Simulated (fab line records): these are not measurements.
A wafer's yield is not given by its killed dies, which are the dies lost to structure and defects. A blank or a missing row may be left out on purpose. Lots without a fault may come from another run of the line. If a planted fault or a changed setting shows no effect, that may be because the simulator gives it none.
Split-lot study | flow n5 finfet | 21 wafers read across 7 lots, on a route 1938 steps long

THE SPLIT ITSELF
At N5_HKMG_FIN_ETCH_55 (etches SOC in N2/H2, target depth 240 nm, time 300 s), the setting bias w was moved away from the recipe's 150 W on 7 of the 21 wafers read, by -13.8% to +14.6%. For the rest of the wafers, this setting stayed at what the recipe calls for.

The split's own step is where the reading is taken.

THE READING
rf vpp V, in V, at N5_HKMG_FIN_ETCH_55 (etches SOC in N2/H2, target depth 240 nm, time 300 s). On this fab line, fault-free wafers typically give 526.3 V with a standard deviation of 1.2 V.

wafer  | tool, chamber at the split | bias w as run, W | against the recipe | rf vpp V, V | against lot-mates on the recipe
L074.3 | rie diel-01, 2             | 139.2            | -7.2%              | 501.2       | -26.1
L074.4 | rie diel-01, 1             | 150              | recipe             | 529.1       | -
L074.6 | rie diel-01, 3             | 150              | recipe             | 525.4       | -
L076.4 | rie diel-01, 3             | 129.3            | -13.8%             | 478.0       | -49.1
L076.5 | rie diel-01, 0             | 150              | recipe             | 527.1       | -
L076.6 | rie diel-01, 3             | 129.3            | -13.8%             | 479.4       | -47.7
L079.3 | rie diel-01, 3             | 150              | recipe             | 526.8       | -
L079.5 | rie diel-01, 3             | 150              | recipe             | 526.3       | -
L079.6 | rie diel-01, 2             | 150              | recipe             | 525.1       | -
L085.1 | rie diel-01, 1             | 168.1            | +12.1%             | 566.2       | +40.9
L085.2 | rie diel-01, 3             | 150              | recipe             | 525.7       | -
L085.6 | rie diel-01, 2             | 150              | recipe             | 525.0       | -
L093.4 | rie diel-01, 3             | 150              | recipe             | 527.9       | -
L093.5 | rie diel-01, 0             | 150              | recipe             | 526.2       | -
L093.6 | rie diel-01, 3             | 150              | recipe             | 526.0       | -
L095.1 | rie diel-01, 0             | 134.4            | -10.4%             | 492.2       | -33.5
L095.2 | rie diel-01, 1             | 134.4            | -10.4%             | 492.4       | -33.3
L095.3 | rie diel-01, 2             | 150              | recipe             | 525.7       | -
L096.4 | rie diel-05, 0             | 150              | recipe             | 525.0       | -
L096.5 | rie diel-05, 1             | 171.9            | +14.6%             | 570.5       | +47.1
L096.6 | rie diel-05, 3             | 150              | recipe             | 521.8       | -

THE FIT
A straight line over all 21 wafers: rf vpp V changes by +3.28 V for each +1% of bias w; r = +1.00; the points scatter about the line by 1.7 V.
The same after taking each lot's own level away (the mean of its wafers on the recipe; 21 wafers): +3.37 V for each +1%; r = +1.00; scatter 1.4 V.
Per that fit: largest bias w move, reading shift of 49 V.
The lots' own levels span 523.40 to 527.25 V, that is 3.2 times the standard deviation above.
The two slopes agree, so the slope changes little with the lot-to-lot level.
Check: with one of the wafers moved furthest among these (+14.6%) left out of the fit, the line predicts +49.8 V for it against its lot-mates. Against them it came out at +47.1 V.
Tool readings at the split's step, against how far the setting was moved: rf vpp V r = +1.00.

FURTHER SPLITS ON THESE WAFERS
These wafers also went through other splits before the reading. Each is held against what the fit with the lots' levels taken away leaves over:
other split on the same wafers | wafers away from the commonest value | r with rf vpp V (lot level and that fit taken away)
N5_HKMG_FIN_EXPOSE_46 dose mj  | 6                                    | +0.24

THE WHOLE CHAIN: every reading that the file lists as answering this split, in the file's order
step                | what it does                                         | reading                                                                           | change (the file's fit)               | r (the file's)
N5_HKMG_FIN_ETCH_55 | etches SOC in N2/H2, target depth 240 nm, time 300 s | rf vpp V                                                                          | +3.36 V for each +1% of the setting   | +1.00
N5_HKMG_FIN_ETCH_55 | etches SOC in N2/H2, target depth 240 nm, time 300 s | etch.depth nm (the simulator's own value, which no gauge read)                    | +1.49 nm for each +1% of the setting  | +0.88
N5_HKMG_FIN_ETCH_55 | etches SOC in N2/H2, target depth 240 nm, time 300 s | HKMG_FIN.feature depth nm (the simulator's own value, which no gauge read)        | +1.49 nm for each +1% of the setting  | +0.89
N5_HKMG_FIN_ETCH_55 | etches SOC in N2/H2, target depth 240 nm, time 300 s | SiARC_of_HKMG_FIN_COAT_42.thk nm (the simulator's own value, which no gauge read) | -0.177 nm for each +1% of the setting | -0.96

THE FILE'S OWN FIT
rf vpp V changes by +3.36 V for each +1% of bias w, r = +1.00.
